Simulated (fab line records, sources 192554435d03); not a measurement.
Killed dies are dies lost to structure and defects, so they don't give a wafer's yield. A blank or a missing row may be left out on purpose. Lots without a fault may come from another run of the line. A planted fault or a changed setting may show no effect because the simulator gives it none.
Which tool did it? | flow n5_finfet | 10 lots, 29 wafers sampled, at 5 steps of a route of 1938

WHAT THE GAUGES READ, wafer by wafer
N5_BEOL_M4_RC_MEAS_101.
lot  | measured     | on        | DIBL_N (mV/V)  | DIBL_P (mV/V)  | IOFF_N (nA/um)    | IOFF_P (nA/um) | ION_N (uA/um) | ION_P (uA/um) | SS_N (mV/dec)  | SS_P (mV/dec)  | VT_N (mV)   | VT_P (mV)
L247 | day 8 04:01  | prober-02 | 37.7 35.8 35.6 | 37.6 35.2 36.1 | 0.168 0.146 0.145 | 0.25 0.20 0.22 | 681 669 672   | 470 463 472   | 71.9 71.5 71.4 | 73.4 73.2 72.5 | 250 250 251 | -247 -248 -248
L249 | day 8 10:56  | prober-02 | 37.5 38.5 35.5 | 36.4 38.3 34.8 | 0.161 0.195 0.131 | 0.23 0.27 0.20 | 675 690 665   | 467 474 465   | 71.4 72.0 71.7 | 73.3 73.9 73.3 | 249 244 251 | -247 -245 -248
L252 | day 9 10:22  | prober-02 | 36.1 36.7 36.1 | 34.1 34.2 35.3 | 0.143 0.153 0.155 | 0.20 0.20 0.22 | 678 659 664   | 465 449 461   | 71.3 71.6 70.4 | 73.3 73.1 73.9 | 251 249 248 | -249 -247 -247
L253 | day 10 03:01 | prober-02 | 36.8 37.5      | 38.6 38.5      | 0.155 0.170       | 0.19 0.20      | 678 676       | 459 463       | 71.0 70.9      | 73.4 73.9      | 252 251     | -252 -254
L259 | day 10 20:46 | prober-01 | 37.1 34.2 35.5 | 37.8 34.8 36.5 | 0.177 0.128 0.145 | 0.23 0.18 0.20 | 667 677 672   | 458 467 459   | 71.3 71.8 71.3 | 74.7 73.7 74.1 | 248 252 251 | -248 -250 -253
L260 | day 11 04:14 | prober-02 | 34.0 33.8 34.7 | 33.2 33.3 34.0 | 0.113 0.118 0.121 | 0.18 0.18 0.19 | 656 652 663   | 461 456 455   | 71.1 70.5 71.7 | 73.0 72.8 73.1 | 252 253 254 | -252 -251 -251
L261 | day 11 06:28 | prober-01 | 35.0 35.6 35.9 | 34.8 35.4 36.6 | 0.136 0.137 0.157 | 0.19 0.20 0.22 | 675 664 676   | 464 465 467   | 71.7 71.7 71.9 | 72.9 73.0 73.7 | 250 254 249 | -252 -250 -248
L262 | day 11 21:38 | prober-02 | 35.2 38.9 35.4 | 36.2 40.1 35.7 | 0.142 0.205 0.134 | 0.20 0.27 0.20 | 675 687 658   | 461 475 456   | 71.5 72.3 71.5 | 73.4 74.0 72.7 | 250 245 250 | -252 -247 -251
L266 | day 12 21:50 | prober-02 | 36.3 36.0 35.3 | 38.6 39.4 37.1 | 0.179 0.177 0.159 | 0.24 0.26 0.22 | 677 689 683   | 463 477 462   | 71.6 71.5 71.4 | 73.8 73.7 73.4 | 247 248 251 | -249 -248 -249
L267 | day 13 01:29 | prober-01 | 34.0 33.5 34.8 | 34.4 34.2 36.0 | 0.141 0.127 0.159 | 0.21 0.20 0.24 | 664 648 689   | 463 457 473   | 72.0 70.8 71.4 | 73.1 72.4 73.4 | 252 253 249 | -247 -247 -246

WHICH TOOL RAN EACH LOT (tool, then ch and the chambers of the sampled wafers, then the start)
lot  | N5_HKMG_FIN_STRIP_34              | N5_HKMG_FIN_ALD_91                 | N5_HKMG_FIN_ALD_71                 | N5_HKMG_FIN_ETCHBACK_68
L247 | rie_diel-03 ch 2,3, day 4 04:08   | ald_metal-02 ch 1,2,3, day 4 04:50 | ald_metal-01 ch 0,1,3, day 4 05:55 | rie_metal-03 ch 0,1, day 4 06:28
L249 | rie_diel-03 ch 0,2,3, day 4 14:04 | ald_metal-01 ch 1,2,3, day 4 14:46 | ald_metal-03 ch 0,1,3, day 4 15:50 | rie_metal-03 ch 0, day 4 16:24
L252 | rie_diel-04 ch 0,3, day 5 11:38   | ald_metal-01 ch 0,1, day 5 12:23   | ald_metal-03 ch 0,1,3, day 5 13:28 | rie_metal-02 ch 1, day 5 14:02
L253 | rie_diel-02 ch 1,2, day 5 20:16   | ald_metal-03 ch 1,2, day 5 21:05   | ald_metal-02 ch 0,1, day 5 22:10   | rie_metal-03 ch 0,1, day 5 22:40
L259 | rie_diel-02 ch 0,2,3, day 7 04:50 | ald_metal-01 ch 0,1,3, day 7 05:32 | ald_metal-02 ch 0,1,2, day 7 06:40 | rie_metal-01 ch 0,1, day 7 07:17
L260 | rie_diel-04 ch 0,1, day 7 10:13   | ald_metal-01 ch 2,3, day 7 10:55   | ald_metal-03 ch 0,2,3, day 7 11:59 | rie_metal-03 ch 0,1, day 7 12:43
L261 | rie_diel-02 ch 0,1, day 7 16:18   | ald_metal-01 ch 0,1, day 7 17:00   | ald_metal-03 ch 0,3, day 7 18:05   | rie_metal-01 ch 0,1, day 7 18:40
L262 | rie_diel-04 ch 0,1,2, day 7 22:33 | ald_metal-03 ch 1,2,3, day 7 23:16 | ald_metal-01 ch 0,1,3, day 8 00:20 | rie_metal-02 ch 0,1, day 8 00:53
L266 | rie_diel-03 ch 1,3, day 8 21:04   | ald_metal-02 ch 1,2, day 8 21:46   | ald_metal-01 ch 0,1, day 8 22:50   | rie_metal-02 ch 0,1, day 8 23:24
L267 | rie_diel-04 ch 1,3, day 9 10:20   | ald_metal-03 ch 1,2,3, day 9 11:02 | ald_metal-01 ch 0,2,3, day 9 12:07 | rie_metal-02 ch 0,1, day 9 12:42
- N5_HKMG_FIN_STRIP_34: strips in CF4.
- N5_HKMG_FIN_ALD_91: deposits TiN, target thk 1 nm, pulse time 1 s, purge time 3 s.
- N5_HKMG_FIN_ALD_71: deposits TiN, target thk 1 nm, pulse time 1 s, purge time 3 s.
- N5_HKMG_FIN_ETCHBACK_68: etches the open film in Cl2/Ar, stops on HfO2, target depth 0.5 nm.

WHAT THE TOOLS THEMSELVES READ (means of the sampled wafers that have a number; where no wafer has one, the mark that the record gives instead)
N5_HKMG_FIN_STRIP_34.
lot  | tool        | drypump_motor_current_A (A) | oes_product_au (a.u.) | rf_vpp_V (V) | showerhead_plenum_p_Torr (Torr) | throttle_valve_pct (%)
L247 | rie_diel-03 | 5.4                         | 0.76                  | 273.8        | 1.85                            | 13.63
L249 | rie_diel-03 | 5.7                         | 0.82                  | 271.8        | 1.81                            | 13.62
L252 | rie_diel-04 | 5.8                         | 0.70                  | 271.2        | 1.76                            | 13.73
L253 | rie_diel-02 | 5.8                         | 0.78                  | 271.2        | 1.76                            | 13.39
L259 | rie_diel-02 | 5.2                         | 0.82                  | 270.8        | 1.78                            | 13.53
L260 | rie_diel-04 | 5.6                         | 0.72                  | 272.1        | 1.82                            | 13.89
L261 | rie_diel-02 | 5.5                         | 0.70                  | 269.9        | 1.73                            | 13.89
L262 | rie_diel-04 | 5.3                         | 0.79                  | 271.7        | 1.79                            | 13.68
L266 | rie_diel-03 | 5.3                         | 0.79                  | 272.2        | 1.79                            | 13.46
L267 | rie_diel-04 | 6.1                         | 0.85                  | 270.8        | 1.78                            | 13.39

N5_HKMG_FIN_ALD_91.
lot  | tool         | heater_power_w (W) | precursor_pulse_height_rel
L247 | ald_metal-02 | 888                | 0.998
L249 | ald_metal-01 | 814                | 1.001
L252 | ald_metal-01 | 840                | 1.016
L253 | ald_metal-03 | 1020               | 1.022
L259 | ald_metal-01 | 803                | 1.001
L260 | ald_metal-01 | 840                | 0.997
L261 | ald_metal-01 | 827                | 1.004
L262 | ald_metal-03 | 963                | 0.992
L266 | ald_metal-02 | 879                | 1.009
L267 | ald_metal-03 | 960                | 0.992

N5_HKMG_FIN_ALD_71.
lot  | tool         | heater_power_w (W) | precursor_pulse_height_rel
L247 | ald_metal-01 | 817                | 1.023
L249 | ald_metal-03 | 888                | 0.997
L252 | ald_metal-03 | 897                | 0.994
L253 | ald_metal-02 | 895                | 1.012
L259 | ald_metal-02 | 919                | 0.994
L260 | ald_metal-03 | 932                | 0.999
L261 | ald_metal-03 | 855                | 1.010
L262 | ald_metal-01 | 812                | 0.991
L266 | ald_metal-01 | 836                | 1.001
L267 | ald_metal-01 | 816                | 0.988

N5_HKMG_FIN_ETCHBACK_68.
lot  | tool         | drypump_motor_current_A (A) | oes_product_au (a.u.) | throttle_valve_pct (%)
L247 | rie_metal-03 | 5.8                         | 0.85                  | 20.96
L249 | rie_metal-03 | 6.2                         | 0.88                  | 21.08
L252 | rie_metal-02 | 5.6                         | 0.64                  | 21.33
L253 | rie_metal-03 | 5.7                         | 0.83                  | 20.89
L259 | rie_metal-01 | 5.9                         | 0.64                  | 21.22
L260 | rie_metal-03 | 5.5                         | 0.81                  | 20.84
L261 | rie_metal-01 | 6.1                         | 0.65                  | 21.32
L262 | rie_metal-02 | 5.7                         | 0.63                  | 21.26
L266 | rie_metal-02 | 5.7                         | 0.63                  | 21.26
L267 | rie_metal-02 | 5.7                         | 0.63                  | 21.26

THE ANSWER, worked out from the rows above alone
Rule: what is usual is taken from the lots themselves. Put in order of their means at a reading, lots are off if they are a third of the lots or fewer, leave a main group of 4 or more, and stand apart from it by a gap of 3 or more times the standard deviation of the main group's means; of several such gaps the widest counts. A main group whose means are all the same, to the digits that the tables above print for the reading, isn't used. A lot without any number at a reading at which 4 lots or more have one is off too. The other lots that the step has rows for count as sound. The gauges are gone through in route order, then the tools' own readings, and for those a lot's mean is taken as printed above. The first step at which some lot is off is used, and at that step the reading that is off furthest; a lot without a number counts as furthest.
No lot is off at any reading shown: from this, nothing can be told.

WHAT THE SIMULATOR HAD PUT IN
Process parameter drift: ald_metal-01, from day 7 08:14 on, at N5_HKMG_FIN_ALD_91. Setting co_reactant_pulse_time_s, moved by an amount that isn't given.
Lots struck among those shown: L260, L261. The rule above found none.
